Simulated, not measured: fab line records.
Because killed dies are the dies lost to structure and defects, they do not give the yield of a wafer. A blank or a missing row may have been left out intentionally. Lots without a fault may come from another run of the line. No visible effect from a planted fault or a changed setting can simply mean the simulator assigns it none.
The tool behind it: which one? ; flow n5_finfet ; at 1 step of a route of 1938, 11 lots with 33 wafers sampled

WHAT EACH GAUGE READ, for each wafer
N5_BEOL_M6_RS_MEAS_57: uses a four-point probe to measure.
lot;measured;on;M6_RS (ohm/sq)
L075;day 9 13:34;film_metro-01;0.291 0.286 0.281
L076;day 9 18:43;film_metro-01;0.303 0.296 0.283
L079;day 10 06:38;film_metro-02;0.285 0.297 0.286
L081;day 10 19:51;film_metro-02;0.271 0.300 0.275
L084;day 11 06:09;film_metro-01;0.286 0.289 0.282
L085;day 11 22:10;film_metro-01;0.290 0.288 0.292
L086;day 12 18:26;film_metro-02;0.286 0.286 0.285
L089;day 13 00:14;film_metro-01;0.282 0.294 0.289
L091;day 13 11:31;film_metro-01;0.277 0.282 0.291
L095;day 14 15:22;film_metro-02;0.276 0.287 0.292
L096;day 14 18:04;film_metro-02;0.281 0.286 0.288

WHAT TOOL EACH LOT RAN ON (gives the tool, then ch and the chambers of the sampled wafers, and finally the start)
There is no process step in the record ahead of these readings.

THE ANSWER, worked out from the rows above alone
Rule: the usual values come from the lots themselves. Put in order of their means at a reading, lots are off if they are a third of the lots or fewer, leave a main group of 4 or more, and stand apart from it by a gap of 3 or more times the standard deviation of the main group's means; of several such gaps the widest counts. A main group is skipped when, at the precision printed for the reading in the tables above, its means are all equal. Also off: a lot with no number at a reading for which 4 or more lots have one. Any other lot the step has rows for is counted as sound.
None of the lots is off at any reading shown; this tells nothing.

WHAT HAD BEEN PUT IN BY THE SIMULATOR
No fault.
